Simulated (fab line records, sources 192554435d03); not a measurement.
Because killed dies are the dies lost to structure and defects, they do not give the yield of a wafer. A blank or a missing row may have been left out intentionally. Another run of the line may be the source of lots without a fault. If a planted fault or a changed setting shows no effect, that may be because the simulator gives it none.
Chamber matching + flow n5_finfet + N5_BEOL_M5_DEP_56 on pecvd-03 has 3 sister chambers
The step deposits SiCN from 3MS/NH3, target thk 8 nm, time 14 s. 6 wafers are shown with their chamber, then 7 later ones without.

## WAFERS PAIRED WITH THEIR CHAMBERS
| wafer  | chamber | showerhead_plenum_p_Torr (Torr) | throttle_valve_pct (%) |
|--------|---------|---------------------------------|------------------------|
| L078.5 | 0       | 3.622                           | 9.0                    |
| L084.1 | 2       | 3.680                           | 8.2                    |
| L084.3 | 1       | 3.685                           | 9.6                    |
| L084.4 | 1       | 3.666                           | 9.2                    |
| L087.3 | 0       | 3.623                           | 9.3                    |
| L087.5 | 2       | 3.684                           | 8.2                    |

## WAFERS WHOSE CHAMBER IS MISSING
| wafer  | showerhead_plenum_p_Torr (Torr) | throttle_valve_pct (%) |
|--------|---------------------------------|------------------------|
| L087.6 | 3.617                           | 9.0                    |
| L093.1 | 3.617                           | 8.6                    |
| L093.3 | 3.664                           | 9.5                    |
| L093.6 | 3.671                           | 9.2                    |
| L095.1 | 3.683                           | 8.2                    |
| L095.2 | 3.668                           | 9.4                    |
| L095.5 | 3.673                           | 9.3                    |

## EACH ONE'S CHAMBER
| wafer  | from the rows above | in truth |
|--------|---------------------|----------|
| L087.6 | 0                   | 0        |
| L093.1 | 0                   | 0        |
| L093.3 | 1                   | 1        |
| L093.6 | 1                   | 1        |
| L095.1 | 2                   | 2        |
| L095.2 | 1                   | 1        |
| L095.5 | 1                   | 1        |
Correct placement for 7 of the 7. Left unplaced by these rows: 0. Placed wrongly: 0.
How it was worked out, from the rows above alone: a wafer's distance from a chamber is the root of the sum, over the readings, of the square of ((its reading less the chamber's mean) divided by the reading's scatter). If the next closest chamber is less than 2 further off than the closest, the wafer can't be placed; otherwise it belongs to the closest. A chamber's mean is the mean of its shown wafers. The scatter is the square root of a quotient: the sum, over the shown wafers, of each reading's squared deviation from its chamber's mean, divided by wafers minus chambers.
